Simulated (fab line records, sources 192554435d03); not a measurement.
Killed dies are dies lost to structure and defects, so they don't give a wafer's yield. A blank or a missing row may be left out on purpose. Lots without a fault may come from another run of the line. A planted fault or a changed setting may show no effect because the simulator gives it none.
Split-lot experiment | flow n5_finfet | 7 lots, 21 wafers read, on a route of 1938 steps

THE SPLIT
At N5_BEOL_M13_ILD_DEP_00 (deposits SiOC from DEMS/O2, target thk 837.92 nm, time 166.4 s), the setting time_s was moved away from the recipe's 166.4 s on 4 of the 21 wafers read, by +9.4% to +13.9%. The other wafers ran this setting at the recipe's value.

The file shows no step between the split and the reading.

THE READING
M13_ILD_THK, in nm, at N5_BEOL_M13_THK_MEAS_01. Fault-free wafers of this fab line usually give 845 nm, standard deviation 12 nm.

wafer  | tool, chamber at the split | time_s as run, s | against the recipe | M13_ILD_THK, nm | against lot-mates on the recipe
L076.1 | pecvd-03, 0                | 185.3            | +11.4%             | 934             | +90
L076.5 | pecvd-03, 1                | 166.4            | recipe             | 844             | -
L076.6 | pecvd-03, 0                | 185.3            | +11.4%             | 953             | +109
L074.1 | pecvd-02, 0                | 166.4            | recipe             | 852             | -
L074.5 | pecvd-02, 0                | 166.4            | recipe             | 870             | -
L074.6 | pecvd-02, 1                | 166.4            | recipe             | 846             | -
L084.1 | pecvd-02, 2                | 166.4            | recipe             | 840             | -
L084.3 | pecvd-02, 1                | 166.4            | recipe             | 849             | -
L084.6 | pecvd-02, 1                | 166.4            | recipe             | 862             | -
L085.1 | pecvd-02, 2                | 166.4            | recipe             | 835             | -
L085.5 | pecvd-02, 0                | 189.6            | +13.9%             | 981             | +134
L085.6 | pecvd-02, 1                | 166.4            | recipe             | 858             | -
L087.1 | pecvd-03, 2                | 182.1            | +9.4%              | 911             | +82
L087.2 | pecvd-03, 1                | 166.4            | recipe             | 834             | -
L087.3 | pecvd-03, 0                | 166.4            | recipe             | 825             | -
L089.4 | pecvd-04, 1                | 166.4            | recipe             | 834             | -
L089.5 | pecvd-04, 0                | 166.4            | recipe             | 841             | -
L089.6 | pecvd-04, 2                | 166.4            | recipe             | 829             | -
L094.2 | pecvd-04, 2                | 166.4            | recipe             | 849             | -
L094.5 | pecvd-04, 2                | 166.4            | recipe             | 852             | -
L094.6 | pecvd-04, 1                | 166.4            | recipe             | 856             | -

THE FIT
A straight line over all 21 wafers: M13_ILD_THK changes by +8.76 nm for each +1% of time_s; r = +0.96; the points scatter about the line by 13 nm.
The same after taking each lot's own level away (the mean of its wafers on the recipe; 21 wafers): +9.07 nm for each +1%; r = +0.98; scatter 8.1 nm.
On that fit, the largest move of time_s shifts the reading by 1.3e+02 nm.
The lots' own levels span 829.5 to 856.0 nm, that is 2.2 times the standard deviation above.
So the lot-to-lot level changes the slope little: the two slopes agree.
Check: with one of the wafers moved furthest among these (+13.9%) left out of the fit, the line predicts +122 nm for it against its lot-mates. It came out at +134 nm against them.

OTHER SPLITS ON THESE WAFERS
These wafers also went through other splits before the reading. Each is held against what the fit with the lots' levels taken away leaves over:
other split on the same wafers    | wafers away from the commonest value | r with M13_ILD_THK (lot level and that fit taken away)
N5_BEOL_M8_HM_DEP_02 target_thk_a | 5                                    | -0.14
N5_BEOL_M8_ETCH_66 source_w       | 5                                    | -0.19
N5_BEOL_M8_TRENCH_ETCH_37 bias_w  | 7                                    | +0.04
N5_BEOL_M9_CMP_52 down_force_psi  | 9                                    | -0.20
N5_BEOL_M10_ILD_DEP_00 time_s     | 9                                    | -0.12
N5_BEOL_M10_ETCH_41 source_w      | 8                                    | +0.16
N5_BEOL_M11_ALD_74 ald_cycles     | 7                                    | +0.22

THE WHOLE CHAIN: every reading that the file lists as answering this split, in the file's order
step                    | what it does                                                   | reading                                                                             | change (the file's fit)              | r (the file's)
N5_BEOL_M13_ILD_DEP_00  | deposits SiOC from DEMS/O2, target thk 837.92 nm, time 166.4 s | SiOC_of_BEOL_M13_ILD_DEP_00.thk_nm (the simulator's own value, which no gauge read) | +9.11 nm for each +1% of the setting | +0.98
N5_BEOL_M13_THK_MEAS_01 |                                                                | M13_ILD_THK                                                                         | +9.12 for each +1% of the setting    | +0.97

THE FILE'S OWN FIT
M13_ILD_THK changes by +9.12 nm for each +1% of time_s, r = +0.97.
